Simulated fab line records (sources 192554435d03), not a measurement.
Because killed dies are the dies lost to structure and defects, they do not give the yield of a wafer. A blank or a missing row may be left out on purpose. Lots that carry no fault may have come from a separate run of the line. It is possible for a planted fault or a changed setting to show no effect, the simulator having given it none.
fab line records / flow n5Finfet / part 2 of 2: steps 22 to 27 of 27
record: lots: 5 wafers: 15 lastDay: 19
route steps=1938 shown DUMMY_REMOVAL@382 HKMG_FIN@385
lots that met no fault: from a run of the same line without faults
startH: the number of hours between the record's first day and the start of the first shown wafer of the lot / waitH: how many hours have passed since the lot's step before this one / " identical to the entry in the row above / L1.1+2: a row that stands for several wafers / - no value present, or no start provided / * or withheld: withheld / < > ~ a bound
route shown NAME@n: a module of which the file shows steps, and the number in the route of the first / usual: mean and standard deviation over wafers with no fault / same: alike in all rows / chamber/n: place in a boat / sites: per-site readings / _std_site: how widely they spread, as a standard deviation / _edge_site: outer sites' mean less inner sites' / radiusMm: how far each site lies from the wafer's centre / mask NAME#n: copy n / behind: the last tool/chamber to shape the wafer / hold: the reason the lot was held/the length of the hold in hours/how it ended / device: which transistor (n, p or np) failed to switch / end of line: at the end of the route, the tests of the same wafers / a step without rows: its recipe alone / killed: dies lost to structure and defects at the first sort, not the wafer's yield / map: per-die view of a wafer (x killed, . not killed, _ where there is no die)
set.NAME: the setting that was run; set.NAME@STEP: the one run at that earlier step / model.NAME: the simulator's own value behind a step, which no gauge read
lots at some steps of the route; a table a step, a row a wafer
services: when a tool's chamber went out of use (startH, in hours from the record's first day, below 0 if earlier), for how many hours, and the reason
== steps ==
step: N5_HKMG_FIN_ETCH_55
recipe: chemistry: N2/H2 target: SOC targetDepthA: 2400 tempC: 40 timeS: 300 ionEnergyEv: 200 maskMaterial: SiARC pressureMtorr: 30 sourceW: 840 biasW: 150 n2FlowSccm: 200 h2FlowSccm: 200
usual: drypumpMotorCurrentA: 5.6/0.51 h2FlowSccm: 200.0/0.6 oesProductAu: 0.82/0.087 rfVppV: 524.4/2.7 showerheadPlenumPTorr: 2.55/0.091 tempC: 40.00/0.11 throttleValvePct: 17.73/0.22
lot.wafer=L080.2 tool=rieDiel-04 chamber=0 startH=108.62 waitH=0.0 drypumpMotorCurrentA=4.9 h2FlowSccm=199.7 oesProductAu=0.84 rfHoursCounterH=71 rfVppV=521.3 showerheadPlenumPTorr=2.46 tempC=39.89 throttleValvePct=17.83
lot.wafer=L080.5 tool=rieDiel-04 chamber=1 startH=108.62 waitH=0.0 drypumpMotorCurrentA=5.8 h2FlowSccm=199.4 oesProductAu=0.77 rfHoursCounterH=- rfVppV=521.9 showerheadPlenumPTorr=2.44 tempC=39.90 throttleValvePct=17.44
lot.wafer=L080.6 tool=rieDiel-04 chamber=0 startH=108.62 waitH=0.0 drypumpMotorCurrentA=4.9 h2FlowSccm=200.6 oesProductAu=0.84 rfHoursCounterH=- rfVppV=521.3 showerheadPlenumPTorr=2.46 tempC=40.04 throttleValvePct=17.81
lot.wafer=L082.2 tool=rieDiel-03 chamber=1 startH=122.23 waitH=0.0 drypumpMotorCurrentA=6.3 h2FlowSccm=199.2 oesProductAu=0.83 rfHoursCounterH=77 rfVppV=524.5 showerheadPlenumPTorr=2.56 tempC=40.06 throttleValvePct=17.33
lot.wafer=L082.4 tool=rieDiel-03 chamber=0 startH=122.23 waitH=0.0 drypumpMotorCurrentA=5.2 h2FlowSccm=199.9 oesProductAu=0.81 rfHoursCounterH=85 rfVppV=527.5 showerheadPlenumPTorr=2.66 tempC=40.16 throttleValvePct=17.72
lot.wafer=L082.5 tool=rieDiel-03 chamber=3 startH=122.23 waitH=0.0 drypumpMotorCurrentA=5.7 h2FlowSccm=199.8 oesProductAu=0.84 rfHoursCounterH=- rfVppV=521.8 showerheadPlenumPTorr=2.47 tempC=39.91 throttleValvePct=17.66
lot.wafer=L087.2 tool=rieDiel-03 chamber=1 startH=147.88 waitH=0.0 drypumpMotorCurrentA=6.3 h2FlowSccm=199.4 oesProductAu=0.81 rfHoursCounterH=85 rfVppV=525.3 showerheadPlenumPTorr=2.56 tempC=40.02 throttleValvePct=17.36
lot.wafer=L087.3 tool=rieDiel-03 chamber=2 startH=147.88 waitH=0.0 drypumpMotorCurrentA=5.6 h2FlowSccm=199.8 oesProductAu=0.86 rfHoursCounterH=59 rfVppV=523.0 showerheadPlenumPTorr=2.47 tempC=40.12 throttleValvePct=17.90
lot.wafer=L087.6 tool=rieDiel-03 chamber=3 startH=147.88 waitH=0.0 drypumpMotorCurrentA=5.7 h2FlowSccm=200.0 oesProductAu=0.83 rfHoursCounterH=- rfVppV=521.3 showerheadPlenumPTorr=2.46 tempC=39.99 throttleValvePct=17.65
lot.wafer=L089.1 tool=rieDiel-04 chamber=0 startH=163.73 waitH=0.0 drypumpMotorCurrentA=4.9 h2FlowSccm=200.9 oesProductAu=0.81 rfHoursCounterH=87 rfVppV=521.0 showerheadPlenumPTorr=2.46 tempC=39.91 throttleValvePct=17.85
lot.wafer=L089.4 tool=rieDiel-04 chamber=3 startH=163.73 waitH=0.0 drypumpMotorCurrentA=5.8 h2FlowSccm=199.2 oesProductAu=0.71 rfHoursCounterH=182 rfVppV=522.7 showerheadPlenumPTorr=2.52 tempC=40.29 throttleValvePct=17.58
lot.wafer=L089.6 tool=rieDiel-04 chamber=2 startH=163.73 waitH=0.0 drypumpMotorCurrentA=6.8 h2FlowSccm=200.9 oesProductAu=0.67 rfHoursCounterH=- rfVppV=523.2 showerheadPlenumPTorr=2.52 tempC=39.91 throttleValvePct=18.26
lot.wafer=L096.1 tool=rieDiel-04 chamber=3 startH=203.52 waitH=0.0 drypumpMotorCurrentA=5.8 h2FlowSccm=199.9 oesProductAu=0.71 rfHoursCounterH=196 rfVppV=522.6 showerheadPlenumPTorr=2.52 tempC=40.01 throttleValvePct=17.61
lot.wafer=L096.2 tool=rieDiel-04 chamber=1 startH=203.52 waitH=0.0 drypumpMotorCurrentA=5.7 h2FlowSccm=201.5 oesProductAu=0.75 rfHoursCounterH=184 rfVppV=520.3 showerheadPlenumPTorr=2.42 tempC=39.93 throttleValvePct=17.49
lot.wafer=L096.6 tool=rieDiel-04 chamber=3 startH=203.52 waitH=0.0 drypumpMotorCurrentA=5.8 h2FlowSccm=200.0 oesProductAu=0.70 rfHoursCounterH=- rfVppV=523.8 showerheadPlenumPTorr=2.52 tempC=40.02 throttleValvePct=17.60
step: N5_HKMG_FIN_STRIP_56
recipe: chemistry: N2/H2 tempC: 40 n2FlowSccm: 200 h2FlowSccm: 200 rfFrequencyHz: 6e+07
lot.wafer=L080.2+5+6 tool=rieDiel-04 chamber=0,1,0 startH=108.80 waitH=0.1
lot.wafer=L082.2+4+5 tool=rieDiel-03 chamber=1,0,3 startH=122.41 waitH=0.1
lot.wafer=L087.2+3+6 tool=rieDiel-03 chamber=1,2,3 startH=148.06 waitH=0.1
lot.wafer=L089.1+4+6 tool=rieDiel-04 chamber=0,3,2 startH=163.91 waitH=0.1
lot.wafer=L096.1+2+6 tool=rieDiel-04 chamber=3,1,3 startH=203.70 waitH=0.1
step: N5_HKMG_FIN_STRIP_57
recipe: chemistry: CF4 resist: SiARC powerW: 300 biasPowerW: 75 pressureMtorr: 50 cf4FlowSccm: 150 rfFrequencyHz: 6e+07
usual: drypumpMotorCurrentA: 5.6/0.51 oesProductAu: 0.81/0.081 rfVppV: 271.3/1.5 showerheadPlenumPTorr: 1.80/0.066 throttleValvePct: 13.52/0.21
lot.wafer=L080.2 tool=rieDiel-04 chamber=0 startH=108.81 waitH=0.0 drypumpMotorCurrentA=4.9 oesProductAu=0.83 rfHoursCounterH=71 rfVppV=270.7 showerheadPlenumPTorr=1.73 throttleValvePct=13.44
lot.wafer=L080.5 tool=rieDiel-04 chamber=1 startH=108.81 waitH=0.0 drypumpMotorCurrentA=5.7 oesProductAu=0.76 rfHoursCounterH=- rfVppV=269.9 showerheadPlenumPTorr=1.73 throttleValvePct=13.37
lot.wafer=L080.6 tool=rieDiel-04 chamber=0 startH=108.81 waitH=0.0 drypumpMotorCurrentA=5.0 oesProductAu=0.83 rfHoursCounterH=- rfVppV=268.8 showerheadPlenumPTorr=1.73 throttleValvePct=13.44
lot.wafer=L082.2 tool=rieDiel-03 chamber=1 startH=122.42 waitH=0.0 drypumpMotorCurrentA=6.3 oesProductAu=0.81 rfHoursCounterH=77 rfVppV=271.4 showerheadPlenumPTorr=1.81 throttleValvePct=13.22
lot.wafer=L082.4 tool=rieDiel-03 chamber=0 startH=122.42 waitH=0.0 drypumpMotorCurrentA=5.2 oesProductAu=0.80 rfHoursCounterH=85 rfVppV=272.1 showerheadPlenumPTorr=1.88 throttleValvePct=13.58
lot.wafer=L082.5 tool=rieDiel-03 chamber=3 startH=122.42 waitH=0.0 drypumpMotorCurrentA=5.7 oesProductAu=0.83 rfHoursCounterH=- rfVppV=269.3 showerheadPlenumPTorr=1.74 throttleValvePct=13.25
lot.wafer=L087.2 tool=rieDiel-03 chamber=1 startH=148.07 waitH=0.0 drypumpMotorCurrentA=6.3 oesProductAu=0.80 rfHoursCounterH=86 rfVppV=270.4 showerheadPlenumPTorr=1.81 throttleValvePct=13.23
lot.wafer=L087.3 tool=rieDiel-03 chamber=2 startH=148.07 waitH=0.0 drypumpMotorCurrentA=5.6 oesProductAu=0.85 rfHoursCounterH=59 rfVppV=271.5 showerheadPlenumPTorr=1.75 throttleValvePct=13.59
lot.wafer=L087.6 tool=rieDiel-03 chamber=3 startH=148.07 waitH=0.0 drypumpMotorCurrentA=5.7 oesProductAu=0.81 rfHoursCounterH=- rfVppV=270.3 showerheadPlenumPTorr=1.73 throttleValvePct=13.28
lot.wafer=L089.1 tool=rieDiel-04 chamber=0 startH=163.92 waitH=0.0 drypumpMotorCurrentA=4.9 oesProductAu=0.82 rfHoursCounterH=87 rfVppV=271.2 showerheadPlenumPTorr=1.73 throttleValvePct=13.47
lot.wafer=L089.4 tool=rieDiel-04 chamber=3 startH=163.92 waitH=0.0 drypumpMotorCurrentA=5.8 oesProductAu=0.70 rfHoursCounterH=182 rfVppV=270.7 showerheadPlenumPTorr=1.78 throttleValvePct=13.53
lot.wafer=L089.6 tool=rieDiel-04 chamber=2 startH=163.92 waitH=0.0 drypumpMotorCurrentA=6.8 oesProductAu=0.69 rfHoursCounterH=- rfVppV=270.3 showerheadPlenumPTorr=1.77 throttleValvePct=13.98
lot.wafer=L096.1 tool=rieDiel-04 chamber=3 startH=203.71 waitH=0.0 drypumpMotorCurrentA=5.8 oesProductAu=0.69 rfHoursCounterH=196 rfVppV=270.3 showerheadPlenumPTorr=1.78 throttleValvePct=13.54
lot.wafer=L096.2 tool=rieDiel-04 chamber=1 startH=203.71 waitH=0.0 drypumpMotorCurrentA=5.7 oesProductAu=0.73 rfHoursCounterH=184 rfVppV=270.4 showerheadPlenumPTorr=1.73 throttleValvePct=13.44
lot.wafer=L096.6 tool=rieDiel-04 chamber=3 startH=203.71 waitH=0.0 drypumpMotorCurrentA=5.8 oesProductAu=0.70 rfHoursCounterH=- rfVppV=270.3 showerheadPlenumPTorr=1.78 throttleValvePct=13.57
step: N5_HKMG_FIN_ETCH_58
recipe: chemistry: N2/H2 target: SOC targetDepthA: 2158 ionEnergyEv: 50 biasW: 13 timeS: 741 pressureMtorr: 30 sourceW: 875 n2FlowSccm: 200 h2FlowSccm: 200
usual: drypumpMotorCurrentA: 5.6/0.51 h2FlowSccm: 199.9/0.51 oesProductAu: 0.82/0.087 rfVppV: 99.2/1 showerheadPlenumPTorr: 2.55/0.091 throttleValvePct: 17.69/0.22
lot.wafer=L080.2 tool=rieDiel-04 chamber=0 startH=108.83 waitH=0.0 drypumpMotorCurrentA=4.9 h2FlowSccm=199.5 oesProductAu=0.85 rfHoursCounterH=71 rfVppV=100.3 showerheadPlenumPTorr=2.46 throttleValvePct=17.76
lot.wafer=L080.5 tool=rieDiel-04 chamber=1 startH=108.83 waitH=0.0 drypumpMotorCurrentA=5.7 h2FlowSccm=200.3 oesProductAu=0.78 rfHoursCounterH=- rfVppV=99.1 showerheadPlenumPTorr=2.44 throttleValvePct=17.40
lot.wafer=L080.6 tool=rieDiel-04 chamber=0 startH=108.83 waitH=0.0 drypumpMotorCurrentA=5.0 h2FlowSccm=199.9 oesProductAu=0.84 rfHoursCounterH=- rfVppV=99.4 showerheadPlenumPTorr=2.46 throttleValvePct=17.77
lot.wafer=L082.2 tool=rieDiel-03 chamber=1 startH=122.44 waitH=0.0 drypumpMotorCurrentA=6.3 h2FlowSccm=198.7 oesProductAu=0.82 rfHoursCounterH=77 rfVppV=100.8 showerheadPlenumPTorr=2.56 throttleValvePct=17.29
lot.wafer=L082.4 tool=rieDiel-03 chamber=0 startH=122.44 waitH=0.0 drypumpMotorCurrentA=5.2 h2FlowSccm=200.1 oesProductAu=0.81 rfHoursCounterH=85 rfVppV=99.7 showerheadPlenumPTorr=2.66 throttleValvePct=17.67
lot.wafer=L082.5 tool=rieDiel-03 chamber=3 startH=122.44 waitH=0.0 drypumpMotorCurrentA=5.7 h2FlowSccm=199.6 oesProductAu=0.83 rfHoursCounterH=- rfVppV=97.4 showerheadPlenumPTorr=2.47 throttleValvePct=17.59
lot.wafer=L087.2 tool=rieDiel-03 chamber=1 startH=148.09 waitH=0.0 drypumpMotorCurrentA=6.3 h2FlowSccm=199.6 oesProductAu=0.80 rfHoursCounterH=86 rfVppV=99.3 showerheadPlenumPTorr=2.56 throttleValvePct=17.33
lot.wafer=L087.3 tool=rieDiel-03 chamber=2 startH=148.09 waitH=0.0 drypumpMotorCurrentA=5.6 h2FlowSccm=199.2 oesProductAu=0.84 rfHoursCounterH=59 rfVppV=97.1 showerheadPlenumPTorr=2.47 throttleValvePct=17.86
lot.wafer=L087.6 tool=rieDiel-03 chamber=3 startH=148.09 waitH=0.0 drypumpMotorCurrentA=5.7 h2FlowSccm=200.2 oesProductAu=0.82 rfHoursCounterH=- rfVppV=98.4 showerheadPlenumPTorr=2.46 throttleValvePct=17.61
lot.wafer=L089.1 tool=rieDiel-04 chamber=0 startH=163.94 waitH=0.0 drypumpMotorCurrentA=4.9 h2FlowSccm=200.2 oesProductAu=0.83 rfHoursCounterH=87 rfVppV=100.0 showerheadPlenumPTorr=2.46 throttleValvePct=17.80
lot.wafer=L089.4 tool=rieDiel-04 chamber=3 startH=163.94 waitH=0.0 drypumpMotorCurrentA=5.8 h2FlowSccm=198.9 oesProductAu=0.71 rfHoursCounterH=182 rfVppV=100.4 showerheadPlenumPTorr=2.52 throttleValvePct=17.54
lot.wafer=L089.6 tool=rieDiel-04 chamber=2 startH=163.94 waitH=0.0 drypumpMotorCurrentA=6.8 h2FlowSccm=199.9 oesProductAu=0.68 rfHoursCounterH=- rfVppV=97.4 showerheadPlenumPTorr=2.52 throttleValvePct=18.21
lot.wafer=L096.1 tool=rieDiel-04 chamber=3 startH=203.73 waitH=0.0 drypumpMotorCurrentA=5.8 h2FlowSccm=199.7 oesProductAu=0.71 rfHoursCounterH=196 rfVppV=98.4 showerheadPlenumPTorr=2.52 throttleValvePct=17.56
lot.wafer=L096.2 tool=rieDiel-04 chamber=1 startH=203.73 waitH=0.0 drypumpMotorCurrentA=5.7 h2FlowSccm=199.1 oesProductAu=0.74 rfHoursCounterH=184 rfVppV=100.0 showerheadPlenumPTorr=2.42 throttleValvePct=17.46
lot.wafer=L096.6 tool=rieDiel-04 chamber=3 startH=203.73 waitH=0.0 drypumpMotorCurrentA=5.8 h2FlowSccm=199.4 oesProductAu=0.70 rfHoursCounterH=- rfVppV=99.2 showerheadPlenumPTorr=2.52 throttleValvePct=17.55
step: N5_HKMG_FIN_STRIP_93
recipe: chemistry: N2/H2 material: SOC timeS: 20 powerW: 500 tempC: 40 pressureMtorr: 50 rfFrequencyHz: 6e+07 biasPowerW: 8 h2Frac: 0.5 n2FlowSccm: 300 h2FlowSccm: 300
usual: drypumpMotorCurrentA: 5.6/0.51 h2FlowSccm: 300.0/0.85 oesProductAu: 0.82/0.085 rfVppV: 54.1/0.95 showerheadPlenumPTorr: 3.37/0.12 tempC: 40.01/0.12 throttleValvePct: 18.8/0.35
lot.wafer=L080.2 tool=rieDiel-04 chamber=0 startH=109.25 waitH=0.2 drypumpMotorCurrentA=5.0 h2FlowSccm=299.5 oesProductAu=0.85 rfHoursCounterH=71 rfVppV=52.7 showerheadPlenumPTorr=3.26 tempC=40.07 throttleValvePct=19.2
lot.wafer=L080.5 tool=rieDiel-04 chamber=1 startH=109.25 waitH=0.2 drypumpMotorCurrentA=5.7 h2FlowSccm=302.4 oesProductAu=0.77 rfHoursCounterH=- rfVppV=53.0 showerheadPlenumPTorr=3.22 tempC=40.19 throttleValvePct=18.3
lot.wafer=L080.6 tool=rieDiel-04 chamber=0 startH=109.25 waitH=0.2 drypumpMotorCurrentA=4.9 h2FlowSccm=300.2 oesProductAu=0.85 rfHoursCounterH=- rfVppV=53.1 showerheadPlenumPTorr=3.26 tempC=40.10 throttleValvePct=19.2
lot.wafer=L082.2 tool=rieDiel-03 chamber=1 startH=122.86 waitH=0.2 drypumpMotorCurrentA=6.3 h2FlowSccm=299.7 oesProductAu=0.82 rfHoursCounterH=77 rfVppV=54.8 showerheadPlenumPTorr=3.38 tempC=40.17 throttleValvePct=18.2
lot.wafer=L082.4 tool=rieDiel-03 chamber=0 startH=122.86 waitH=0.2 drypumpMotorCurrentA=5.2 h2FlowSccm=300.2 oesProductAu=0.81 rfHoursCounterH=85 rfVppV=54.6 showerheadPlenumPTorr=3.50 tempC=39.79 throttleValvePct=18.7
lot.wafer=L082.5 tool=rieDiel-03 chamber=3 startH=122.86 waitH=0.2 drypumpMotorCurrentA=5.7 h2FlowSccm=299.3 oesProductAu=0.84 rfHoursCounterH=- rfVppV=53.1 showerheadPlenumPTorr=3.26 tempC=39.81 throttleValvePct=18.8
lot.wafer=L087.2 tool=rieDiel-03 chamber=1 startH=148.52 waitH=0.2 drypumpMotorCurrentA=6.3 h2FlowSccm=300.5 oesProductAu=0.81 rfHoursCounterH=86 rfVppV=54.5 showerheadPlenumPTorr=3.38 tempC=39.90 throttleValvePct=18.2
lot.wafer=L087.3 tool=rieDiel-03 chamber=2 startH=148.52 waitH=0.2 drypumpMotorCurrentA=5.6 h2FlowSccm=299.4 oesProductAu=0.84 rfHoursCounterH=59 rfVppV=54.4 showerheadPlenumPTorr=3.26 tempC=39.93 throttleValvePct=19.3
lot.wafer=L087.6 tool=rieDiel-03 chamber=3 startH=148.52 waitH=0.2 drypumpMotorCurrentA=5.7 h2FlowSccm=301.8 oesProductAu=0.84 rfHoursCounterH=- rfVppV=53.7 showerheadPlenumPTorr=3.26 tempC=39.85 throttleValvePct=18.9
lot.wafer=L089.1 tool=rieDiel-04 chamber=0 startH=164.37 waitH=0.2 drypumpMotorCurrentA=5.0 h2FlowSccm=299.1 oesProductAu=0.83 rfHoursCounterH=87 rfVppV=55.2 showerheadPlenumPTorr=3.25 tempC=40.15 throttleValvePct=19.2
lot.wafer=L089.4 tool=rieDiel-04 chamber=3 startH=164.37 waitH=0.2 drypumpMotorCurrentA=5.8 h2FlowSccm=300.2 oesProductAu=0.71 rfHoursCounterH=182 rfVppV=55.0 showerheadPlenumPTorr=3.33 tempC=40.13 throttleValvePct=18.6
lot.wafer=L089.6 tool=rieDiel-04 chamber=2 startH=164.37 waitH=0.2 drypumpMotorCurrentA=6.8 h2FlowSccm=298.9 oesProductAu=0.68 rfHoursCounterH=- rfVppV=55.1 showerheadPlenumPTorr=3.32 tempC=40.06 throttleValvePct=19.3
lot.wafer=L096.1 tool=rieDiel-04 chamber=3 startH=204.15 waitH=0.2 drypumpMotorCurrentA=5.8 h2FlowSccm=299.8 oesProductAu=0.70 rfHoursCounterH=196 rfVppV=54.8 showerheadPlenumPTorr=3.33 tempC=39.83 throttleValvePct=18.6
lot.wafer=L096.2 tool=rieDiel-04 chamber=1 startH=204.15 waitH=0.2 drypumpMotorCurrentA=5.7 h2FlowSccm=299.9 oesProductAu=0.75 rfHoursCounterH=184 rfVppV=53.4 showerheadPlenumPTorr=3.21 tempC=39.96 throttleValvePct=18.4
lot.wafer=L096.6 tool=rieDiel-04 chamber=3 startH=204.15 waitH=0.2 drypumpMotorCurrentA=5.8 h2FlowSccm=299.3 oesProductAu=0.70 rfHoursCounterH=- rfVppV=54.5 showerheadPlenumPTorr=3.33 tempC=39.98 throttleValvePct=18.6
step: N5_HKMG_FIN_WET_ETCH_76
recipe: chemistry: dNH4OH mix: 1:50 tempC: 25 target: Al2O3 stopOn: La2O3 targetDepthNm: 2.25 dry: ipaMarangoni rinseTimeS: 30 rinseTempC: 23
usual: tempC: 25.01/0.11
lot.wafer=L080.2 tool=wetBench-05 chamber=1 startH=109.33 waitH=0.1 tempC=24.96
lot.wafer=L080.5 tool=wetBench-05 chamber=4 startH=109.33 waitH=0.1 tempC=24.89
lot.wafer=L080.6 tool=wetBench-05 chamber=2 startH=109.33 waitH=0.1 tempC=24.90
lot.wafer=L082.2 tool=wetBench-01 chamber=6 startH=122.95 waitH=0.1 tempC=25.04
lot.wafer=L082.4 tool=wetBench-01 chamber=1 startH=122.95 waitH=0.1 tempC=25.05
lot.wafer=L082.5 tool=wetBench-01 chamber=7 startH=122.95 waitH=0.1 tempC=24.91
lot.wafer=L087.2 tool=wetBench-05 chamber=5 startH=148.60 waitH=0.1 tempC=25.02
lot.wafer=L087.3 tool=wetBench-05 chamber=2 startH=148.60 waitH=0.1 tempC=25.12
lot.wafer=L087.6 tool=wetBench-05 chamber=3 startH=148.60 waitH=0.1 tempC=24.96
lot.wafer=L089.1 tool=wetBench-05 chamber=6 startH=164.45 waitH=0.1 tempC=25.12
lot.wafer=L089.4 tool=wetBench-05 chamber=5 startH=164.45 waitH=0.1 tempC=25.09
lot.wafer=L089.6 tool=wetBench-05 chamber=0 startH=164.45 waitH=0.1 tempC=25.26
lot.wafer=L096.1 tool=wetBench-02 chamber=5 startH=204.24 waitH=0.1 tempC=25.10
lot.wafer=L096.2 tool=wetBench-02 chamber=6 startH=204.24 waitH=0.1 tempC=25.21
lot.wafer=L096.6 tool=wetBench-02 chamber=2 startH=204.24 waitH=0.1 tempC=25.03
== services ==
tool=arfiScanner-03 chamber=- startH=87.54 hours=1.0 kind=pm
tool=arfiScanner-01 chamber=- startH=94.16 hours=1.0 kind=pm
tool=arfiScanner-01 chamber=- startH=101.66 hours=1.0 kind=pm
tool=arfiScanner-03 chamber=- startH=105.34 hours=0.8 kind=pm
tool=wetBench-02 chamber=- startH=108.35 hours=2.2 kind=repair
tool=wetBench-02 chamber=- startH=113.50 hours=1.1 kind=repair
tool=aldHk-01 chamber=- startH=117.27 hours=8.7 kind=pm
tool=remotePlasma-02 chamber=- startH=131.76 hours=0.6 kind=repair
tool=arfiScanner-02 chamber=- startH=134.25 hours=4.9 kind=pm
tool=aldHk-01 chamber=- startH=138.86 hours=2.8 kind=pm
tool=arfiScanner-03 chamber=- startH=138.88 hours=1.3 kind=pm
tool=rieDiel-04 chamber=2 startH=142.43 hours=9.2 kind=repair
tool=arfiScanner-01 chamber=0 startH=148.20 hours=- kind=calibration
tool=arfiScanner-02 chamber=- startH=158.44 hours=0.8 kind=pm
tool=arfiScanner-03 chamber=0 startH=164.29 hours=- kind=calibration
tool=wetBench-02 chamber=- startH=166.05 hours=1.9 kind=pm
tool=rieDiel-04 chamber=3 startH=166.11 hours=2.1 kind=repair
tool=arfiScanner-03 chamber=- startH=172.00 hours=1.0 kind=pm
tool=arfiScanner-03 chamber=- startH=180.04 hours=2.0 kind=repair
tool=arfiScanner-02 chamber=- startH=181.43 hours=1.0 kind=pm
tool=arfiScanner-02 chamber=- startH=186.78 hours=1.0 kind=pm
tool=arfiScanner-01 chamber=- startH=191.09 hours=1.3 kind=pm
